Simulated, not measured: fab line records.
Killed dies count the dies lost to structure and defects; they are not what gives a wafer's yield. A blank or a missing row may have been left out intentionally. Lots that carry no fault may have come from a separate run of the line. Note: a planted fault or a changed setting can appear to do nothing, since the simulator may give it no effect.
fab line records ; flow nand-harc
[record] lots = 5; wafers = 15; last-day = 24
route steps=1159 shown P_BONDPAD@357
lots that met no fault: taken from a fault-free run of the same line
start-h: start of the lot's first displayed wafer, in hours after the record's first day ; wait-h: hours elapsed since this lot's preceding step ; " identical to the entry in the row above ; L1.1+2: a row that stands for several wafers ; - no value, or no start given ; * or withheld: withheld ; < > ~ a bound
route shown NAME@n: a module of which the file shows steps, and the number in the route of the first ; usual: mean/standard deviation taken from wafers without a fault ; same: alike in all rows ; chamber/n: place in a boat ; sites: the reading at each site ; _std_site: their standard deviation ; _edge_site: the outer-site mean with the inner-site mean subtracted ; radius-mm: for every site, how far away it sits from the centre of the wafer ; mask NAME#n: copy n ; behind: the most recent tool/chamber to have shaped the wafer ; hold: the reason the lot was held/the length of the hold in hours/how it ended ; device: which transistor (n, p or np) failed to switch ; end of line: at the end of the route, the tests of the same wafers ; step lacking rows: just its recipe ; killed: at the first sort, the dies lost to defects and structure; wafer yield is something else ; map: a wafer's dies, marking killed ones x, the rest . and places with no die _
set.NAME: setting as actually run; set.NAME@STEP: the setting as run at that earlier step ; model.NAME: the simulator's own value behind a step, which no gauge read
a table for each step, a row for each wafer; lots at some steps of the route
services: from which hour (start-h, from the record's first day; less than 0 if before it) a tool's chamber was out of use, for how many hours, and why
[[steps]]
[step NHARC_P_BONDPAD_COAT_36]
[recipe] temp-c = 200; time-s = 65
[step NHARC_P_BONDPAD_COAT_03]
[recipe] spin-rpm = 2000; resist-thk-nm = 600
[step NHARC_P_BONDPAD_SOFTBAKE_04]
[recipe] temp-c = 125; time-s = 70
[step NHARC_P_BONDPAD_EBR_05]
[step NHARC_P_BONDPAD_EXPOSE_06]
[recipe] na = 0.55; dose-mj = 37.06; mask-id = P_BPAD
[step NHARC_P_BONDPAD_PEB_07]
[recipe] peb-temp-c = 128; peb-time-s = 80
[step NHARC_P_BONDPAD_DEVELOP_08]
[recipe] time-s = 50; dev-temp-c = 22
[step NHARC_P_BONDPAD_CD_MEAS_09]
[recipe] target-cd-nm = 500; landing-energy-ev = 500
[usual] cd-nm = 498.4/2.6
lot.wafer;tool;chamber;start-h;wait-h;cd-nm
L699.4;cd-sem-02;0;139.51;-;497.1
L699.5;cd-sem-02;0;139.51;-;499.4
L699.6;cd-sem-02;0;139.51;-;500.6
L709.1;cd-sem-01;0;185.90;-;501.8
L709.2;cd-sem-01;0;185.90;-;496.4
L709.3;cd-sem-01;0;185.90;-;502.3
L711.3;cd-sem-01;0;207.24;-;499.7
L711.4;cd-sem-01;0;207.24;-;497.9
L711.5;cd-sem-01;0;207.24;-;500.1
L716.4;cd-sem-03;0;232.14;-;503.8
L716.5;cd-sem-03;0;232.14;-;499.9
L716.6;cd-sem-03;0;232.14;-;499.1
L720.1;cd-sem-01;0;250.52;-;493.9
L720.2;cd-sem-01;0;250.52;-;494.3
L720.6;cd-sem-01;0;250.52;-;500.5
[step NHARC_P_BONDPAD_OVL_MEAS_38]
[usual] overlay-x-nm = 1/5.7; overlay-y-nm = 1/5.6
lot.wafer;tool;chamber;start-h;wait-h;overlay-x-nm;overlay-y-nm
L699.4;overlay-01;-;139.59;-;-4;2
L699.5;overlay-01;-;139.59;-;-4;2
L699.6;overlay-01;-;139.59;-;-5;2
L709.1;overlay-01;-;185.99;-;-1;-4
L709.2;overlay-01;-;185.99;-;0;-4
L709.3;overlay-01;-;185.99;-;-1;-5
L711.3;overlay-02;-;207.32;-;-12;-8
L711.4;overlay-02;-;207.32;-;-12;-8
L711.5;overlay-02;-;207.32;-;-12;-8
L716.4;overlay-02;-;232.22;-;-3;7
L716.5;overlay-02;-;232.22;-;-3;7
L716.6;overlay-02;-;232.22;-;-3;7
L720.1;overlay-01;-;250.60;-;5;7
L720.2;overlay-01;-;250.60;-;5;7
L720.6;overlay-01;-;250.60;-;5;7
[step NHARC_P_BONDPAD_HARDBAKE_10]
[recipe] temp-c = 118; time-s = 65
[step NHARC_P_BONDPAD_DESCUM_11]
[recipe] time-s = 3; o2-flow-sccm = 200; ar-flow-sccm = 0; bias-power-w = 0; chemistry = O2
[usual] drypump-motor-current-A = 5.8/0.33; oes-product-au = 0.997/0.011; rf-vpp-V = 57.6/0.96; showerhead-plenum-p-Torr = 1.90/0.05; throttle-valve-pct = 11.311/0.0096
lot.wafer;tool;chamber;start-h;wait-h;drypump-motor-current-A;oes-product-au;rf-hours-counter-h;rf-vpp-V;showerhead-plenum-p-Torr;throttle-valve-pct
L699.4;rie-diel-03;2;139.72;-;5.9;0.997;8;58.4;1.95;11.301
L699.5;rie-diel-03;2;139.72;-;5.9;1.001;-;59.0;1.95;11.297
L699.6;rie-diel-03;3;139.72;-;6.1;1.003;-;58.1;1.93;11.308
L709.1;rie-diel-01;0;186.12;-;6.6;0.987;16;57.0;1.88;11.299
L709.3;rie-diel-01;1;186.12;-;5.7;1.005;16;59.2;1.98;11.314
L709.2;rie-diel-01;2;186.12;-;5.9;0.984;16;58.4;1.90;11.307
L711.4;rie-diel-03;3;207.46;-;6.0;0.999;14;58.3;1.93;11.310
L711.3;rie-diel-03;0;207.46;-;5.4;0.969;15;58.3;1.86;11.323
L711.5;rie-diel-03;3;207.46;-;6.0;1.012;-;57.7;1.93;11.305
L716.4;rie-diel-08;3;232.35;-;5.3;0.981;41;58.3;1.98;11.314
L716.6;rie-diel-08;2;232.35;-;6.0;1.001;-;57.5;1.98;11.308
L716.5;rie-diel-08;3;232.35;-;5.3;0.978;-;57.3;1.97;11.322
L720.1;rie-diel-01;1;250.74;-;5.7;1.015;38;57.5;1.97;11.305
L720.2;rie-diel-01;2;250.74;-;5.9;0.983;37;58.9;1.89;11.333
L720.6;rie-diel-01;0;250.74;-;6.6;0.981;-;57.4;1.87;11.312
[step NHARC_P_BONDPAD_ETCH_37]
[recipe] target-depth-a = 600; overetch-a = 180; time-s = 65.91; ion-energy-ev = 200; n2-flow-sccm = 150; h2-flow-sccm = 150; ar-flow-sccm = 0; rf-w = 400; bias-w = 150; chemistry = N2/H2
[usual] drypump-motor-current-A = 5.8/0.34; h2-flow-sccm = 150.0/0.48; oes-product-au = 0.997/0.012; rf-vpp-V = 430.0/1.6; run-length-s = 87.0/0.47; showerhead-plenum-p-Torr = 2.02/0.054; throttle-valve-pct = 14.171/0.01
lot.wafer;tool;chamber;start-h;wait-h;drypump-motor-current-A;h2-flow-sccm;oes-product-au;rf-hours-counter-h;rf-vpp-V;run-length-s;showerhead-plenum-p-Torr;throttle-valve-pct
L699.4;rie-diel-03;1;139.82;0.1;6.0;150.1;1.002;9;428.2;86.7;1.97;14.159
L699.6;rie-diel-03;3;139.82;0.1;6.0;150.5;1.000;-;430.7;87.3;2.06;14.172
L699.5;rie-diel-03;0;139.82;0.1;5.4;150.3;0.963;-;429.9;87.3;1.98;14.174
L709.3;rie-diel-01;3;186.22;0.1;5.5;150.7;0.988;17;427.3;87.5;1.93;14.156
L709.2;rie-diel-01;0;186.22;0.1;6.6;149.7;0.985;16;429.7;86.6;2.00;14.184
L709.1;rie-diel-01;2;186.22;0.1;5.9;150.0;0.987;16;429.6;86.4;2.02;14.170
L711.3;rie-diel-03;0;207.53;0.1;5.4;149.4;0.963;15;429.1;87.5;1.98;14.137
L711.4;rie-diel-03;1;207.53;0.1;6.0;149.3;0.990;15;429.7;86.6;1.97;14.175
L711.5;rie-diel-03;1;207.53;0.1;6.0;149.7;0.994;-;429.8;86.6;1.97;14.158
L716.4;rie-diel-08;3;232.45;0.1;5.3;149.8;0.994;41;433.4;87.4;2.11;14.166
L716.6;rie-diel-08;0;232.45;0.1;6.1;149.7;0.991;-;427.0;87.4;1.93;14.171
L716.5;rie-diel-08;1;232.45;0.1;5.0;150.1;1.009;-;428.7;87.1;1.99;14.168
L720.2;rie-diel-01;1;250.81;0.1;5.7;150.0;1.000;38;432.4;86.8;2.10;14.159
L720.1;rie-diel-01;0;250.81;0.1;6.6;150.2;0.987;39;429.9;87.4;1.99;14.173
L720.6;rie-diel-01;2;250.81;0.1;5.9;150.1;0.993;-;429.6;86.3;2.01;14.162
[step NHARC_P_BONDPAD_ETCH_12]
[recipe] target-depth-a = 2000; time-s = 100; chf3-flow-sccm = 50; o2-flow-sccm = 10; ar-flow-sccm = 200; rf-w = 500; bias-w = 200; chemistry = CHF3/O2
[usual] drypump-motor-current-A = 5.8/0.32; oes-product-au = 0.938/0.024; rf-vpp-V = 370.0/1.6; run-length-s = 121.1/0.42; showerhead-plenum-p-Torr = 2.38/0.06; throttle-valve-pct = 20.573/0.0098
lot.wafer;tool;chamber;start-h;wait-h;drypump-motor-current-A;oes-product-au;rf-hours-counter-h;rf-vpp-V;run-length-s;showerhead-plenum-p-Torr;throttle-valve-pct
L699.4;rie-diel-03;3;139.92;-;6.0;0.925;9;372.2;121.0;2.42;20.568
L699.6;rie-diel-03;0;139.92;-;5.4;0.907;-;368.9;121.5;2.34;20.571
L699.5;rie-diel-03;1;139.92;-;6.0;0.928;-;368.6;121.2;2.33;20.581
L709.1;rie-diel-01;1;186.45;-;5.7;0.956;16;373.1;120.9;2.48;20.582
L709.3;rie-diel-01;3;186.45;-;5.4;0.925;17;366.2;121.3;2.28;20.565
L709.2;rie-diel-01;0;186.45;-;6.6;0.924;16;368.8;121.4;2.36;20.576
L711.4;rie-diel-03;2;207.63;-;5.9;0.959;13;371.5;120.7;2.44;20.561
L711.3;rie-diel-03;0;207.63;-;5.4;0.952;15;367.8;105.0;2.33;20.571
L711.5;rie-diel-03;2;207.63;-;5.9;0.957;-;371.1;120.5;2.44;20.590
L716.4;rie-diel-08;3;232.54;-;5.3;0.912;41;371.8;121.5;2.48;20.569
L716.5;rie-diel-08;0;232.54;-;6.1;0.919;-;368.5;121.8;2.28;20.565
L716.6;rie-diel-08;1;232.54;-;5.0;0.929;-;369.3;121.3;2.35;20.561
L720.1;rie-diel-01;0;250.92;-;6.6;0.899;39;369.4;121.2;2.35;20.572
L720.2;rie-diel-01;1;250.92;-;5.7;0.931;38;373.3;121.0;2.47;20.589
L720.6;rie-diel-01;3;250.92;-;5.5;0.913;-;367.9;121.3;2.27;20.580
[step NHARC_P_BONDPAD_CD_MEAS_13]
[usual] cd-nm = 497.9/2.8
lot.wafer;tool;chamber;start-h;wait-h;cd-nm
L699.4;cd-sem-01;-;140.04;-;497.4
L699.5;cd-sem-01;-;140.04;-;498.2
L699.6;cd-sem-01;-;140.04;-;499.0
L709.1;cd-sem-01;-;186.58;-;500.0
L709.2;cd-sem-01;-;186.58;-;495.9
L709.3;cd-sem-01;-;186.58;-;501.5
L711.3;cd-sem-01;-;207.78;-;497.6
L711.4;cd-sem-01;-;207.78;-;497.5
L711.5;cd-sem-01;-;207.78;-;499.5
L716.4;cd-sem-02;-;232.67;-;501.9
L716.5;cd-sem-02;-;232.67;-;497.7
L716.6;cd-sem-02;-;232.67;-;499.7
L720.1;cd-sem-03;-;251.05;-;493.3
L720.2;cd-sem-03;-;251.05;-;492.1
L720.6;cd-sem-03;-;251.05;-;500.9
[[services]]
tool;chamber;start-h;hours;kind
rie-diel-01;0;118.14;-;clean
rie-diel-01;1;118.14;-;clean
rie-diel-01;2;118.14;-;clean
rie-diel-01;3;118.14;-;clean
rie-diel-03;0;120.91;-;clean
rie-diel-03;1;120.91;-;clean
rie-diel-03;2;120.91;-;clean
rie-diel-03;3;120.91;-;clean
rie-diel-08;-;124.82;9.0;pm
rie-diel-03;2;127.68;7.1;repair
rie-diel-01;-;137.95;9.0;pm
rie-diel-01;0;137.95;9.0;vent-cycle
rie-diel-01;1;137.95;9.0;vent-cycle
rie-diel-01;2;137.95;9.0;vent-cycle
rie-diel-01;3;137.95;9.0;vent-cycle
rie-diel-03;0;145.41;-;clean
rie-diel-03;1;145.41;-;clean
rie-diel-03;2;155.35;11.9;repair
rie-diel-08;2;167.35;5.3;repair
rie-diel-03;3;198.12;6.9;repair
rie-diel-01;3;200.12;7.1;repair
rie-diel-01;-;206.29;0.6;repair
rie-diel-03;-;215.31;9.0;pm
rie-diel-08;0;240.17;12.9;repair
[[key]]
[first-sign] step = NHARC_P_BONDPAD_ETCH_12; reading = run-length-s; direction = down; sigmas = 38; usual = *; struck = *
effect none on later readings
met-at NHARC_P_BONDPAD_ETCH_12
struck-wafers L711.3
later-rows-left-out L711.3
sort-left-out L711.3
onset-between 139.92 207.63
[fault] kind = process-parameter-drift; tool = rie-diel-03; chamber = 0; onset-h = 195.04; steps = NHARC_P_BONDPAD_ETCH_12; channel = time-s; offset = *; shape = step; end-h = 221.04; acts-in = *; stated = *
// sort-left-out: the simulated sort isn't trusted on such a fault, so these wafers' sort isn't shown, and their yield isn't known
// later-rows-left-out: the simulator's readings of these wafers behind a module that went badly wrong aren't trusted and aren't shown, but for the sort
